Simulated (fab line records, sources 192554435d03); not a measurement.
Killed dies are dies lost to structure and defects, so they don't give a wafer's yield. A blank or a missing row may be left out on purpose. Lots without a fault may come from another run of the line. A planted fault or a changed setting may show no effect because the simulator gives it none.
fab line records | flow n5_finfet
record lots=9 wafers=27 last_day=18
route steps=1938 shown ZERO_LAYER@15 WELL_APT@28 PMOS_HMC_CHANNEL_EPI@66 FIN_SAQP@112 BEOL_M4@1111 PASSIVATION@1936
lots that met no fault: from a run of the same line without faults
start_h: hours from the record's first day to the start of the lot's first wafer shown | wait_h: hours since the lot's step before | " the same as in the row above | L1.1+2: a row that stands for several wafers | - no value, or no start given | * or withheld: withheld | < > ~ a bound
route shown NAME@n: a module of which the file shows steps, and the number in the route of the first | usual: mean/standard deviation of fault-free wafers | same: alike in all rows | chamber/n: place in a boat | sites: the reading at each site | _std_site: their standard deviation | _edge_site: outer sites' mean less inner sites' | radius_mm: how far each site lies from the wafer's centre | mask NAME#n: copy n | behind: the tool/chamber that last shaped the wafer | hold: why the lot was held/for how many hours/how that ended | device: the transistor (n, p or np) that didn't switch | end of line: the same wafers' tests at the end of the route | a step without rows: its recipe alone | killed: dies lost to structure and defects at the first sort, not the wafer's yield | map: a wafer's dies, x killed, . not, _ none there
set.NAME: the setting as run; set.NAME@STEP: as run at that earlier step | model.NAME: the simulator's own value behind a step, which no gauge read
steps of the route over a sample of lots; a table a step, a row a wafer
services: from which hour (start_h, from the record's first day; less than 0 if before it) a tool's chamber was out of use, for how many hours, and why
## steps
# step N5_ZERO_LAYER_ETCH_17
# recipe chemistry=CF4 target=SiO2 target_depth_a=120 time_s=13.3 ion_energy_ev=350 pressure_mtorr=40 source_w=450 bias_w=215 Ar_flow_sccm=100 cf4_flow_sccm=100
# usual drypump_motor_current_A=5.6/0.48 oes_product_au=0.76/0.054 rf_vpp_V=949/3.3 showerhead_plenum_p_Torr=2.14/0.049 throttle_valve_pct=15.71/0.13
# columns lot.wafer tool chamber start_h wait_h drypump_motor_current_A oes_product_au rf_hours_counter_h rf_vpp_V showerhead_plenum_p_Torr throttle_valve_pct
L674.1 rie_diel-04 1 18.71 0.0 5.5 0.83 72 952 2.17 15.85
L674.5 " 1 " " 5.5 0.83 - 951 2.17 15.87
L674.6 " 2 " " 6.5 0.72 - 943 2.05 15.59
L678.2 rie_diel-05 1 42.84 0.0 5.6 0.73 150 948 2.13 15.67
L678.5 " 2 " " 5.3 0.76 - 949 2.14 15.48
L678.6 " 3 " " 5.8 0.80 - 949 2.14 15.65
L680.1 rie_diel-04 0 55.19 0.0 6.2 0.76 157 949 2.15 15.68
L680.4 " 1 " " 5.5 0.81 82 951 2.16 15.87
L680.6 " 3 " " 5.0 0.71 - 946 2.12 15.83
L684.2 rie_diel-04 3 79.15 0.0 5.0 0.70 214 946 2.12 15.81
L684.3 " 2 " " 6.5 0.70 211 940 2.04 15.63
L684.5 " 3 " " 5.0 0.71 - 948 2.12 15.84
L685.1 rie_diel-05 2 84.71 0.0 5.3 0.75 147 948 2.14 15.49
L685.5 " 3 " " 5.8 0.78 - 948 2.14 15.66
L685.6 " 2 " " 5.3 0.75 - 949 2.14 15.49
L686.2 rie_diel-04 1 90.84 0.0 5.5 0.80 92 949 2.16 15.88
L686.3 " 2 " " 6.5 0.71 214 942 2.04 15.62
L686.5 " 2 " " 6.5 0.70 - 942 2.04 15.63
L694.2 rie_diel-05 2 139.22 0.0 5.3 0.73 166 949 2.13 15.53
L694.3 " 0 " " 5.8 0.73 179 953 2.22 15.81
L694.4 " 1 " " 5.5 0.70 179 948 2.12 15.72
L695.2 rie_diel-05 1 144.71 0.0 5.6 0.69 181 947 2.12 15.75
L695.3 " 2 " " 5.3 0.73 168 948 2.13 15.55
L695.6 " 2 " " 5.3 0.72 - 949 2.13 15.53
L696.1 rie_diel-03 2 150.76 0.0 5.1 0.67 240 952 2.20 15.68
L696.5 " 1 " " 5.1 0.76 - 950 2.15 15.71
L696.6 " 0 " " 5.5 0.87 - 946 2.09 15.56
# step N5_ZERO_LAYER_INSPECT_20
# recipe inspect_instrument=darkfield mode=post_clean
# usual raw_defect_count=34/16
# columns lot.wafer tool chamber start_h wait_h raw_defect_count
L674.1 defect_inspect-01 - 19.25 0.0 30
L674.5 " - " " 22
L674.6 " - " " 26
L678.2 defect_inspect-02 - 43.39 0.0 28
L678.5 " - " " 37
L678.6 " - " " 23
L680.1 defect_inspect-02 - 55.91 0.0 21
L680.4 " - " " 28
L680.6 " - " " 36
L684.2 defect_inspect-02 - 79.69 0.0 11
L684.3 " - " " 19
L684.5 " - " " 15
L685.1 defect_inspect-01 - 85.27 0.0 39
L685.5 " - " " 27
L685.6 " - " " 27
L686.2 defect_inspect-01 - 91.38 0.0 24
L686.3 " - " " 20
L686.5 " - " " 32
L694.2 defect_inspect-02 - 139.76 0.0 363
L694.3 " - " " 391
L694.4 " - " " 380
L695.2 defect_inspect-02 - 145.25 0.0 373
L695.3 " - " " 383
L695.6 " - " " 397
L696.1 defect_inspect-01 - 151.30 0.0 14
L696.5 " - " " 35
L696.6 " - " " 69
# step N5_WELL_APT_CD_MEAS_08
# recipe target_cd_nm=200 landing_energy_ev=500 detector=se_inlens
# usual cd_nm=199.6/1.8
# columns lot.wafer tool chamber start_h wait_h cd_nm
L674.1 cd_sem-02 0 19.68 - 199.4
L674.5 " 0 " " 201.0
L674.6 " 0 " " 201.3
L678.2 cd_sem-01 0 43.82 - 201.3
L678.5 " 0 " " 200.4
L678.6 " 0 " " 198.5
L680.1 cd_sem-03 0 56.33 - 200.3
L680.4 " 0 " " 199.5
L680.6 " 0 " " 201.1
L684.2 cd_sem-02 0 80.00 - 199.8
L684.3 " 0 " " 199.5
L684.5 " 0 " " 198.8
L685.1 cd_sem-02 0 85.70 - 199.4
L685.5 " 0 " " 198.1
L685.6 " 0 " " 197.4
L686.2 cd_sem-03 0 91.68 - 197.6
L686.3 " 0 " " 200.7
L686.5 " 0 " " 199.3
L694.2 cd_sem-03 0 140.20 - 202.3
L694.3 " 0 " " 198.1
L694.4 " 0 " " 201.2
L695.2 cd_sem-02 0 145.56 - 198.9
L695.3 " 0 " " 199.9
L695.6 " 0 " " 199.3
L696.1 cd_sem-02 0 151.60 - 198.7
L696.5 " 0 " " 195.4
L696.6 " 0 " " 197.0
# step N5_WELL_APT_INSPECT_10
# recipe mode=adi inspect_instrument=macro
# usual raw_defect_count=2.2/1.5
# columns lot.wafer tool chamber start_h wait_h raw_defect_count
L674.1 defect_inspect-02 - 19.73 0.0 2
L674.5 " - " " 1
L674.6 " - " " 2
L678.2 defect_inspect-01 - 43.87 0.0 1
L678.5 " - " " 2
L678.6 " - " " 2
L680.1 defect_inspect-01 - 56.39 0.0 2
L680.4 " - " " 3
L680.6 " - " " 3
L684.2 defect_inspect-02 - 80.05 0.0 6
L684.3 " - " " 1
L684.5 " - " " 2
L685.1 defect_inspect-01 - 85.75 0.0 0
L685.5 " - " " 4
L685.6 " - " " 2
L686.2 defect_inspect-01 - 91.74 0.0 3
L686.3 " - " " 3
L686.5 " - " " 2
L694.2 defect_inspect-02 - 140.25 0.0 >300
L694.3 " - " " >300
L694.4 " - " " >300
L695.2 defect_inspect-02 - 145.61 0.0 >300
L695.3 " - " " >300
L695.6 " - " " >300
L696.1 defect_inspect-02 - 151.66 0.0 3
L696.5 " - " " 1
L696.6 " - " " 2
# step N5_WELL_APT_INSPECT_38
# recipe inspect_instrument=darkfield mode=post_epi
# usual raw_defect_count=14/5.2
# columns lot.wafer tool chamber start_h wait_h raw_defect_count
L674.1 defect_inspect-01 - 22.87 0.5 13
L674.5 " - " " 12
L674.6 " - " " 20
L678.2 defect_inspect-01 - 46.81 0.4 12
L678.5 " - " " 13
L678.6 " - " " 11
L680.1 defect_inspect-02 - 59.61 0.7 14
L680.4 " - " " 11
L680.6 " - " " 6
L684.2 defect_inspect-02 - 82.99 0.4 9
L684.3 " - " " 7
L684.5 " - " " 19
L685.1 defect_inspect-02 - 89.38 0.7 12
L685.5 " - " " 19
L685.6 " - " " 25
L686.2 defect_inspect-01 - 94.81 0.4 14
L686.3 " - " " 13
L686.5 " - " " 21
L694.2 defect_inspect-02 - 143.74 0.4 339
L694.3 " - " " 389
L694.4 " - " " 386
L695.2 defect_inspect-02 - 148.47 0.4 360
L695.3 " - " " 366
L695.6 " - " " 370
L696.1 defect_inspect-02 - 154.88 0.5 18
L696.5 " - " " 27
L696.6 " - " " 24
# step N5_PMOS_HMC_CHANNEL_EPI_OVL_MEAS_10
# recipe points_per_wafer=44
# usual PMOS_HMC_BLK_OVL=-0.1/0.82
# same points_per_wafer=44
# columns lot.wafer tool chamber start_h wait_h PMOS_HMC_BLK_OVL[nm]
L674.1 overlay-02 0 23.34 0.0 -0.4
L674.5 " 0 " " -0.5
L674.6 " 0 " " -1.3
L678.2 overlay-01 0 47.16 0.0 0.3
L678.5 " 0 " " 0.3
L678.6 " 0 " " 1.8
L680.1 overlay-01 0 59.95 0.0 -1.3
L680.4 " 0 " " -1.3
L680.6 " 0 " " -0.6
L684.2 overlay-02 0 83.34 0.0 -0.1
L684.3 " 0 " " 0.5
L684.5 " 0 " " -0.7
L685.1 overlay-02 0 89.73 0.0 -1.1
L685.5 " 0 " " 0.3
L685.6 " 0 " " -0.2
L686.2 overlay-02 0 95.29 0.0 -0.3
L686.3 " 0 " " 1.4
L686.5 " 0 " " 0.7
L694.2 overlay-01 0 144.22 0.0 0.7
L694.3 " 0 " " 0.5
L694.4 " 0 " " 0.5
L695.2 overlay-02 0 148.94 0.0 0.6
L695.3 " 0 " " 0.8
L695.6 " 0 " " 1.6
L696.1 overlay-02 0 155.35 0.0 -1.2
L696.5 " 0 " " -0.4
L696.6 " 0 " " -0.2
# step N5_FIN_SAQP_OVL_MEAS_17
# recipe points_per_wafer=44
# usual FIN_CORE_OVL=0.1/0.78
# same points_per_wafer=44
# columns lot.wafer tool chamber start_h wait_h FIN_CORE_OVL[nm]
L674.1 overlay-02 0 28.07 0.0 -0.9
L674.5 " 0 " " 0.4
L674.6 " 0 " " 1.2
L678.2 overlay-01 0 51.39 0.0 -0.1
L678.5 " 0 " " -0.5
L678.6 " 0 " " -1.2
L680.1 overlay-01 0 64.34 0.0 -0.4
L680.4 " 0 " " 0.1
L680.6 " 0 " " 1.0
L684.2 overlay-02 0 88.72 0.0 0.2
L684.3 " 0 " " -0.1
L684.5 " 0 " " -0.5
L685.1 overlay-01 0 95.05 0.0 0.4
L685.5 " 0 " " -1.5
L685.6 " 0 " " -0.5
L686.2 overlay-01 0 99.45 0.0 -0.1
L686.3 " 0 " " 0.6
L686.5 " 0 " " 1.7
L694.2 overlay-02 0 148.98 0.0 -0.7
L694.3 " 0 " " -0.7
L694.4 " 0 " " -0.6
L695.2 overlay-02 0 155.38 0.0 -0.4
L695.3 " 0 " " -0.2
L695.6 " 0 " " -0.2
L696.1 overlay-01 0 160.07 0.0 -0.2
L696.5 " 0 " " 0.2
L696.6 " 0 " " 0.5
# step N5_BEOL_M4_RC_MEAS_101
# usual DIBL_N=36.2/1.6 DIBL_P=36.1/2 IOFF_N=0.16/0.032 IOFF_P=0.22/0.036 ION_N=672/11 ION_P=463/7.5 SS_N=71.4/0.58 SS_P=73.2/0.67 VT_N=250/3.3 VT_P=-250/3.3
# columns lot.wafer tool chamber start_h wait_h DIBL_N[mV/V] DIBL_P[mV/V] IOFF_N[nA/um] IOFF_P[nA/um] ION_N[uA/um] ION_P[uA/um] SS_N[mV/dec] SS_P[mV/dec] VT_N[mV] VT_P[mV]
L674.1 prober-01 0 175.49 0.0 35.8 35.9 0.15 0.24 678 477 71.1 73.3 249 -246
L674.5 " 0 " " 33.8 32.6 0.11 0.19 659 464 70.3 72.6 253 -251
L674.6 " 0 " " 35.6 34.7 0.15 0.22 672 470 71.3 72.8 248 -247
L678.2 prober-01 0 200.53 0.2 37.3 36.4 0.17 0.23 673 467 71.5 73.2 250 -247
L678.5 " 0 " " 36.5 34.5 0.17 0.20 678 459 71.8 72.7 247 -249
L678.6 " 0 " " 34.3 33.2 0.13 0.18 668 457 70.1 72.1 249 -250
L680.1 prober-02 0 213.45 0.0 34.3 33.8 0.13 0.17 659 452 71.4 72.2 255 -256
L680.4 " 0 " " 33.2 33.0 0.12 0.15 648 440 70.8 72.7 257 -258
L680.6 " 0 " " 35.8 37.2 0.16 0.22 670 458 71.2 73.9 249 -252
L684.2 prober-01 0 238.05 0.2 35.3 35.8 0.15 0.24 675 474 71.6 72.6 250 -246
L684.3 " 0 " " 36.7 37.5 0.18 0.27 681 474 72.1 73.8 247 -243
L684.5 " 0 " " 36.0 36.4 0.15 0.24 677 471 71.7 73.5 250 -247
L685.1 prober-02 0 246.98 0.0 33.7 33.0 0.12 0.19 657 461 70.5 72.0 252 -246
L685.5 " 0 " " 35.4 35.0 0.15 0.23 681 468 71.2 72.8 250 -245
L685.6 " 0 " " 36.2 35.8 0.18 0.23 686 474 71.4 73.0 247 -244
L686.2 prober-02 0 253.70 0.2 37.5 39.2 0.22 0.26 680 463 71.8 74.1 243 -250
L686.3 " 0 " " 39.5 41.9 0.26 0.31 693 475 73.1 74.5 243 -246
L686.5 " 0 " " 37.5 39.3 0.20 0.25 690 472 71.6 74.0 245 -250
L694.2 prober-02 0 294.98 0.2 33.0 30.8 0.11 0.15 649 449 71.1 72.6 257 -254
L694.3 " 0 " " 38.4 38.8 0.20 0.27 676 463 71.9 74.0 248 -244
L694.4 " 0 " " 35.4 34.2 0.13 0.19 670 463 71.2 72.6 251 -249
L695.2 prober-02 0 323.01 0.2 33.9 34.4 0.12 0.17 661 464 70.6 71.7 254 -253
L695.3 " 0 " " 35.4 37.0 0.14 0.20 679 466 70.3 72.9 253 -249
L695.6 " 0 " " 34.7 36.1 0.13 0.19 669 466 70.5 72.2 254 -252
L696.1 prober-02 0 339.85 0.0 38.7 39.5 0.20 0.25 694 469 72.4 73.6 244 -246
L696.5 " 0 " " 36.5 37.2 0.16 0.22 679 470 72.2 73.4 250 -247
L696.6 " 0 " " 34.7 35.7 0.13 0.20 661 465 71.4 72.2 252 -252
# step N5_PASSIVATION_PROBE_49
# usual defect_limited_yield=91.4/1.3 killed_at_M0_to_M3=34/10 killed_at_M4_up=14/5.6 killed_at_contacts=13/5.9 killed_at_front_end=37/9.9 killed_at_other=3.5/2.8 killed_dies=101/15 killed_on_rim=13/3.9 killed_open=67/12 killed_short=32/6.6 sort_bin_5_function=5.0/0.81 sort_bin_6_memory=3.2/0.66 sort_n_pass=1079/15 sort_yield_pct=91.4/1.3
# same gross_dies=1180 killed_at_back_side=0 sort_bin_4_leakage[%]=0 sort_bin_8_speed[%]=0
# columns lot.wafer tool chamber start_h wait_h defect_limited_yield[%] killed_at_M0_to_M3 killed_at_M4_up killed_at_contacts killed_at_front_end killed_at_other killed_dies killed_on_rim killed_open killed_short sort_bin_5_function[%] sort_bin_6_memory[%] sort_n_pass sort_yield_pct[%]
L686.2 prober-02 - 359.23 0.1 93.7 18 13 22 16 5 74 7 42 32 3.4 2.7 1106 93.7
L686.3 prober-02 - 359.28 0.1 92.3 19 10 36 22 4 91 16 62 29 4.9 2.6 1089 92.3
L686.5 prober-02 - 359.38 0.2 90.8 29 10 25 44 0 108 18 66 42 5.4 3.6 1072 90.8
L694.2 prober-01 - 397.32 0.1 85.3 50 27 4 86 6 173 24 84 30 8.9 4.5 1007 85.3
L694.3 prober-01 - 397.37 0.1 86.3 32 13 12 102 3 162 29 48 38 8.6 3.6 1018 86.3
L694.4 prober-01 - 397.42 0.2 82.9 48 13 4 134 3 202 15 72 28 10.6 4.6 978 82.9
L695.2 prober-02 - 423.61 0.1 83.0 41 10 8 138 4 201 17 68 35 10.8 4.4 979 83.0
L695.3 prober-02 - 423.66 0.1 85.8 25 15 14 109 5 168 32 66 34 8.4 4.2 1012 85.8
L695.6 prober-02 - 423.81 0.3 86.3 39 19 9 94 1 162 30 54 37 9.0 3.5 1018 86.3
# killed by level:class
L686.2 MOL_CONTACT_COAG:geometric_particle:open=13 MOL_CONTACT_COAG:geometric_particle:short=9 BEOL_M4:geometric_particle:open=6 BEOL_M2:geometric_particle:open=5 FIN_SAQP:geometric_particle:short=4 BEOL_M0_SAQP:geometric_particle:short=4 STI_FIN_REVEAL:geometric_particle:open=3 ILD0:geometric_particle:short=2
L686.3 MOL_CONTACT_COAG:geometric_particle:open=27 MOL_CONTACT_COAG:geometric_particle:short=9 STI_FIN_REVEAL:geometric_particle:open=7 BEOL_M1:geometric_particle:open=7 STARTING-WAFER:geometric_particle:open=4 STI_FIN_REVEAL:geometric_particle:short=3 ILD0:geometric_particle:short=3 BEOL_M0_SAQP:geometric_particle:open=3
L686.5 STI_FIN_REVEAL:geometric_particle:open=17 MOL_CONTACT_COAG:geometric_particle:open=16 FIN_SAQP:geometric_particle:short=9 MOL_CONTACT_COAG:geometric_particle:short=9 BEOL_M2:geometric_particle:open=8 BEOL_M3:geometric_particle:short=8 STI_FIN_REVEAL:geometric_particle:short=7 BEOL_M0_SAQP:geometric_particle:open=5
L694.2 ZERO_LAYER:unspecified=58 BEOL_M0_SAQP:geometric_particle:open=14 BEOL_M4:geometric_particle:open=13 BEOL_M0_SAQP:geometric_particle:short=10 BEOL_M3:geometric_particle:open=9 BEOL_M0:geometric_particle:open=7 FIN_SAQP:geometric_particle:open=5 STI_FIN_REVEAL:geometric_particle:open=5
L694.3 ZERO_LAYER:unspecified=76 GATE_CUT:geometric_particle:short=8 BEOL_M0_SAQP:geometric_particle:short=8 BEOL_M4:geometric_particle:open=8 MOL_CONTACT_COAG:geometric_particle:open=6 MOL_CONTACT_COAG:geometric_particle:short=6 BEOL_M2:geometric_particle:open=5 BEOL_M0_SAQP:geometric_particle:open=4
L694.4 ZERO_LAYER:unspecified=102 BEOL_M0_SAQP:geometric_particle:open=10 BEOL_M3:geometric_particle:open=10 BEOL_M0_SAQP:geometric_particle:short=8 BEOL_M4:geometric_particle:open=8 BEOL_M2:geometric_particle:open=8 FIN_SAQP:geometric_particle:open=7 GATE_CUT:geometric_particle:short=5
L695.2 ZERO_LAYER:unspecified=98 FIN_SAQP:geometric_particle:open=13 BEOL_M0_SAQP:geometric_particle:open=11 BEOL_M0_SAQP:geometric_particle:short=9 MOL_CONTACT_COAG:geometric_particle:open=7 BEOL_M1:geometric_particle:open=7 BEOL_M3:geometric_particle:open=5 FIN_SAQP:geometric_particle:short=4
L695.3 ZERO_LAYER:unspecified=67 MOL_CONTACT_COAG:geometric_particle:open=12 STI_FIN_REVEAL:geometric_particle:open=10 FIN_SAQP:geometric_particle:open=9 DUMMY_GATE:geometric_particle:open=6 BEOL_M0_SAQP:geometric_particle:short=6 FIN_SAQP:geometric_particle:short=4 BEOL_M0_SAQP:geometric_particle:open=4
L695.6 ZERO_LAYER:unspecified=71 BEOL_M0_SAQP:geometric_particle:short=11 BEOL_M3:geometric_particle:open=8 MOL_CONTACT_COAG:geometric_particle:open=7 BEOL_M1:geometric_particle:open=6 FIN_SAQP:geometric_particle:open=5 FIN_SAQP:geometric_particle:short=5 GATE_CUT:geometric_particle:short=5
## services
# columns tool chamber start_h hours kind
rie_diel-04 0 -4.85 1.6 repair
rie_diel-05 3 8.70 8.3 repair
rie_diel-04 1 20.40 7.2 repair
rie_diel-04 2 34.66 7.4 repair
rie_diel-03 2 63.50 4.4 repair
rie_diel-05 3 63.51 2.7 repair
rie_diel-03 - 78.65 2.5 repair
rie_diel-04 - 118.88 14.6 pm
## key
first_sign step=N5_ZERO_LAYER_INSPECT_20 reading=raw_defect_count direction=up sigmas=21 usual=34 struck=381
effect step=N5_WELL_APT_INSPECT_10 reading=raw_defect_count direction=up sigmas=99+ usual=2.2 struck=>300
effect step=N5_WELL_APT_INSPECT_38 reading=raw_defect_count direction=up sigmas=68 usual=14 struck=368
effect step=N5_PASSIVATION_PROBE_49 reading=killed_at_front_end direction=up sigmas=7.4 usual=37 struck=110
more_kills_born_at N5_ZERO_LAYER_ETCH_17@rie_diel-05=472
met_at N5_ZERO_LAYER_ETCH_17
struck_lots L694,L695
not_acting_at N5_WELL_APT_CD_MEAS_08,N5_PMOS_HMC_CHANNEL_EPI_OVL_MEAS_10,N5_FIN_SAQP_OVL_MEAS_17
onset_between 84.71 139.22
fault kind=chamber_particle_source tool=rie_diel-05 chamber=- onset_h=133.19 steps=N5_ZERO_LAYER_ETCH_17 rate_per_visit_cm2=0.56378 end_h=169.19
